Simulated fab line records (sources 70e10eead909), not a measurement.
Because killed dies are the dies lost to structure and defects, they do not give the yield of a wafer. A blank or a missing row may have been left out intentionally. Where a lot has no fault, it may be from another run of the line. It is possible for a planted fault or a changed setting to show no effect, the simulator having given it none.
Which of the tools did it? + flow nand_harc + 24 lots, 72 wafers sampled, at 3 steps of a route of 1159

## WHAT EACH GAUGE READ, for each wafer
NHARC_A_CONTACT_INSPECT_10. Usual: raw_defect_count reads 31 (standard deviation 15).
| lot  | measured     | on                | raw_defect_count | flag |
|------|--------------|-------------------|------------------|------|
| L074 | day 17 12:55 | defect_inspect-02 | 10 6 13          |      |
| L075 | day 17 14:11 | defect_inspect-02 | 27 23 31         |      |
| L077 | day 17 17:09 | defect_inspect-02 | 13 21 25         |      |
| L076 | day 17 17:18 | defect_inspect-02 | 17 18 21         |      |
| L078 | day 18 04:44 | defect_inspect-02 | 28 38 31         |      |
| L081 | day 18 17:27 | defect_inspect-02 | 25 26 18         |      |
| L080 | day 18 18:52 | defect_inspect-02 | 35 29 27         |      |
| L079 | day 19 00:39 | defect_inspect-01 | 6 7 5            |      |
| L083 | day 19 05:59 | defect_inspect-01 | 31 25 31         |      |
| L082 | day 19 07:16 | defect_inspect-02 | 24 26 22         |      |
| L084 | day 19 18:09 | defect_inspect-02 | 38 40 46         |      |
| L085 | day 19 21:46 | defect_inspect-02 | 50 59 61         |      |
| L088 | day 19 23:34 | defect_inspect-02 | 21 31 33         |      |
| L087 | day 20 08:25 | defect_inspect-01 | 48 46 50         |      |
| L086 | day 20 09:27 | defect_inspect-02 | 19 22 12         |      |
| L090 | day 21 07:49 | defect_inspect-02 | 21 23 25         |      |
| L089 | day 21 08:11 | defect_inspect-01 | 36 45 45         |      |
| L091 | day 21 18:55 | defect_inspect-02 | 52 31 43         |      |
| L094 | day 22 01:32 | defect_inspect-01 | 67 60 49         |      |
| L092 | day 22 02:45 | defect_inspect-01 | 14 11 21         |      |
| L093 | day 22 07:26 | defect_inspect-01 | 60 55 83         |      |
| L096 | day 22 11:10 | defect_inspect-01 | 27 61 47         |      |
| L097 | day 22 12:23 | defect_inspect-01 | 38 38 32         |      |
| L095 | day 22 16:26 | defect_inspect-01 | 31 27 23         |      |

## WHAT TOOL EACH LOT RAN ON (gives the tool, then ch and the chambers of the sampled wafers, and finally the start)
| lot  | NHARC_A_CONTACT_ETCH_106           | NHARC_A_CONTACT_DEP_85          |
|------|------------------------------------|---------------------------------|
| L074 | rie_diel-05 ch 0,1,3, day 17 07:59 | pecvd-01 ch 0,1, day 17 12:04   |
| L075 | rie_diel-05 ch 0,2,3, day 17 10:19 | pecvd-04 ch 0,2, day 17 13:20   |
| L077 | rie_diel-05 ch 1,2,3, day 17 13:10 | pecvd-03 ch 1,2, day 17 16:17   |
| L076 | rie_diel-04 ch 0,1,2, day 17 14:13 | pecvd-01 ch 1,2, day 17 16:22   |
| L078 | rie_diel-02 ch 0,1,3, day 17 22:50 | pecvd-03 ch 0,1,2, day 18 03:53 |
| L081 | rie_diel-05 ch 0,2,3, day 18 12:38 | pecvd-03 ch 1,2, day 18 16:35   |
| L080 | rie_diel-04 ch 0,3, day 18 16:01   | pecvd-03 ch 0,2, day 18 17:59   |
| L079 | rie_diel-02 ch 0,2,3, day 18 21:46 | pecvd-01 ch 0,1, day 18 23:56   |
| L083 | rie_diel-04 ch 0,1,2, day 19 03:13 | pecvd-03 ch 0,2, day 19 05:08   |
| L082 | rie_diel-02 ch 0,1,3, day 19 04:37 | pecvd-03 ch 0,1, day 19 06:32   |
| L084 | rie_diel-05 ch 0,2,3, day 19 13:28 | pecvd-04 ch 0,1,2, day 19 17:18 |
| L085 | rie_diel-04 ch 0,1,3, day 19 18:48 | pecvd-04 ch 0,1,2, day 19 21:01 |
| L088 | rie_diel-04 ch 0,1,3, day 19 20:50 | pecvd-03 ch 0,1,2, day 19 22:48 |
| L087 | rie_diel-04 ch 0,1, day 20 05:44   | pecvd-04 ch 0,2, day 20 07:43   |
| L086 | rie_diel-04 ch 0,1, day 20 06:26   | pecvd-03 ch 0,1, day 20 08:46   |
| L090 | rie_diel-04 ch 0,1,2, day 20 22:22 | pecvd-03 ch 0,1,2, day 21 06:58 |
| L089 | rie_diel-04 ch 1,2,3, day 21 00:42 | pecvd-03 ch 0,1,2, day 21 07:28 |
| L091 | rie_diel-02 ch 0,1, day 21 16:09   | pecvd-03 ch 0,1,2, day 21 18:07 |
| L094 | rie_diel-04 ch 0,1,2, day 21 20:17 | pecvd-01 ch 1,2, day 22 00:39   |
| L092 | rie_diel-05 ch 0,2,3, day 21 21:55 | pecvd-04 ch 0,1, day 22 01:55   |
| L093 | rie_diel-05 ch 0,3, day 22 04:02   | pecvd-04 ch 0,2, day 22 06:43   |
| L096 | rie_diel-04 ch 1,2,3, day 22 07:56 | pecvd-03 ch 0,2, day 22 10:20   |
| L097 | rie_diel-05 ch 0,1,3, day 22 09:44 | pecvd-01 ch 0,1, day 22 11:38   |
| L095 | rie_diel-04 ch 1,3, day 22 13:49   | pecvd-01 ch 0,1, day 22 15:43   |
- NHARC_A_CONTACT_ETCH_106: etches the open film in CF4/O2, target depth 60 nm, overetch 6 nm, time 33 s.
- NHARC_A_CONTACT_DEP_85: deposits SiON, target thk 50 nm.

## WHAT THE TOOLS THEMSELVES READ (means of the sampled wafers that have a number; where no wafer has one, the mark that the record gives instead)
NHARC_A_CONTACT_ETCH_106. Usual: chamber_pressure_mTorr 30.00 mTorr, standard deviation 0.03; drypump_motor_current_A 5.8 A, standard deviation 0.55; oes_product_au 1.001 a.u., standard deviation 0.0069; rf_vpp_V 197.4 V, standard deviation 1.4; showerhead_plenum_p_Torr 1.31 Torr, standard deviation 0.053; throttle_valve_pct 13.398 %, standard deviation 0.01.
| lot  | tool        | chamber_pressure_mTorr (mTorr) | drypump_motor_current_A (A) | oes_product_au (a.u.) | rf_vpp_V (V) | showerhead_plenum_p_Torr (Torr) | throttle_valve_pct (%) | flag |
|------|-------------|--------------------------------|-----------------------------|-----------------------|--------------|---------------------------------|------------------------|------|
| L074 | rie_diel-05 | 30.02                          | 6.1                         | 1.007                 | 197.4        | 1.33                            | 13.409                 |      |
| L075 | rie_diel-05 | 29.98                          | 6.2                         | 1.003                 | 198.3        | 1.36                            | 13.398                 |      |
| L077 | rie_diel-05 | 30.03                          | 6.2                         | 1.004                 | 198.7        | 1.35                            | 13.400                 |      |
| L076 | rie_diel-04 | 30.01                          | 5.7                         | 1.006                 | 198.2        | 1.33                            | 13.405                 |      |
| L078 | rie_diel-02 | 30.00                          | 6.1                         | 1.002                 | 196.2        | 1.24                            | 13.400                 |      |
| L081 | rie_diel-05 | 29.95                          | 6.2                         | 1.006                 | 198.0        | 1.35                            | 13.389                 |      |
| L080 | rie_diel-04 | 30.01                          | 5.8                         | 1.004                 | 197.0        | 1.31                            | 13.396                 |      |
| L079 | rie_diel-02 | 30.00                          | 5.8                         | 1.001                 | 195.9        | 1.26                            | 13.399                 |      |
| L083 | rie_diel-04 | 30.02                          | 5.6                         | 0.998                 | 198.5        | 1.33                            | 13.395                 |      |
| L082 | rie_diel-02 | 29.99                          | 6.1                         | 1.001                 | 196.0        | 1.24                            | 13.399                 |      |
| L084 | rie_diel-05 | 30.00                          | 6.2                         | 1.001                 | 198.9        | 1.35                            | 13.401                 |      |
| L085 | rie_diel-04 | 29.98                          | 5.5                         | 1.002                 | 197.7        | 1.29                            | 13.388                 |      |
| L088 | rie_diel-04 | 30.01                          | 5.5                         | 0.994                 | 197.2        | 1.29                            | 13.398                 |      |
| L087 | rie_diel-04 | 29.96                          | 6.0                         | 0.995                 | 197.2        | 1.32                            | 13.400                 |      |
| L086 | rie_diel-04 | 29.98                          | 5.7                         | 1.006                 | 197.1        | 1.29                            | 13.398                 |      |
| L090 | rie_diel-04 | 30.00                          | 5.6                         | 0.992                 | 198.7        | 1.33                            | 13.408                 |      |
| L089 | rie_diel-04 | 30.02                          | 5.1                         | 0.991                 | 196.7        | 1.30                            | 13.392                 |      |
| L091 | rie_diel-02 | 29.98                          | 6.1                         | 1.000                 | 195.2        | 1.23                            | 13.396                 |      |
| L094 | rie_diel-04 | 30.00                          | 5.6                         | 0.998                 | 197.8        | 1.33                            | 13.400                 |      |
| L092 | rie_diel-05 | 30.00                          | 6.2                         | 1.001                 | 197.9        | 1.35                            | 13.394                 |      |
| L093 | rie_diel-05 | 30.01                          | 6.3                         | 1.006                 | 197.5        | 1.32                            | 13.395                 |      |
| L096 | rie_diel-04 | 30.01                          | 5.1                         | 1.002                 | 197.5        | 1.30                            | 13.400                 |      |
| L097 | rie_diel-05 | 30.00                          | 6.1                         | 0.999                 | 197.1        | 1.32                            | 13.400                 |      |
| L095 | rie_diel-04 | 29.97                          | 5.1                         | 1.007                 | 196.0        | 1.26                            | 13.401                 |      |

NHARC_A_CONTACT_DEP_85. Usual: heater_power_outer_w 444 W, standard deviation 55; heater_power_w 728 W, standard deviation 76.
| lot  | tool     | heater_power_outer_w (W) | heater_power_w (W) | flag |
|------|----------|--------------------------|--------------------|------|
| L074 | pecvd-01 | 435                      | 693                |      |
| L075 | pecvd-04 | 428                      | 722                |      |
| L077 | pecvd-03 | 469                      | 783                |      |
| L076 | pecvd-01 | 349                      | 581                |      |
| L078 | pecvd-03 | 441                      | 722                |      |
| L081 | pecvd-03 | 457                      | 791                |      |
| L080 | pecvd-03 | 423                      | 692                |      |
| L079 | pecvd-01 | 459                      | 697                |      |
| L083 | pecvd-03 | 432                      | 726                |      |
| L082 | pecvd-03 | 454                      | 720                |      |
| L084 | pecvd-04 | 445                      | 732                |      |
| L085 | pecvd-04 | 441                      | 730                |      |
| L088 | pecvd-03 | 481                      | 783                |      |
| L087 | pecvd-04 | 426                      | 707                |      |
| L086 | pecvd-03 | 461                      | 748                |      |
| L090 | pecvd-03 | 423                      | 711                |      |
| L089 | pecvd-03 | 492                      | 788                |      |
| L091 | pecvd-03 | 458                      | 761                |      |
| L094 | pecvd-01 | 374                      | 634                |      |
| L092 | pecvd-04 | 438                      | 705                |      |
| L093 | pecvd-04 | 468                      | 774                |      |
| L096 | pecvd-03 | 440                      | 698                |      |
| L097 | pecvd-01 | 453                      | 685                |      |
| L095 | pecvd-01 | 459                      | 703                |      |

## THE ANSWER, worked out from the rows above alone
Rule: take the mean of a lot's wafers that have a number; if it is more than 3 standard deviations from the usual mean, the lot is off. A lot without any number at a reading at which 4 lots or more have one is off too. Any other lot the step has rows for is counted as sound. After the gauges, taken in route order, come the tools' own readings; for these a lot's mean is taken, as printed above. At the first step where some lot is off, the reading lying furthest off is the one used; lots without a number count as furthest.
No lot is off at any reading shown: from this, nothing can be told.

## WHAT HAD BEEN PUT IN BY THE SIMULATOR
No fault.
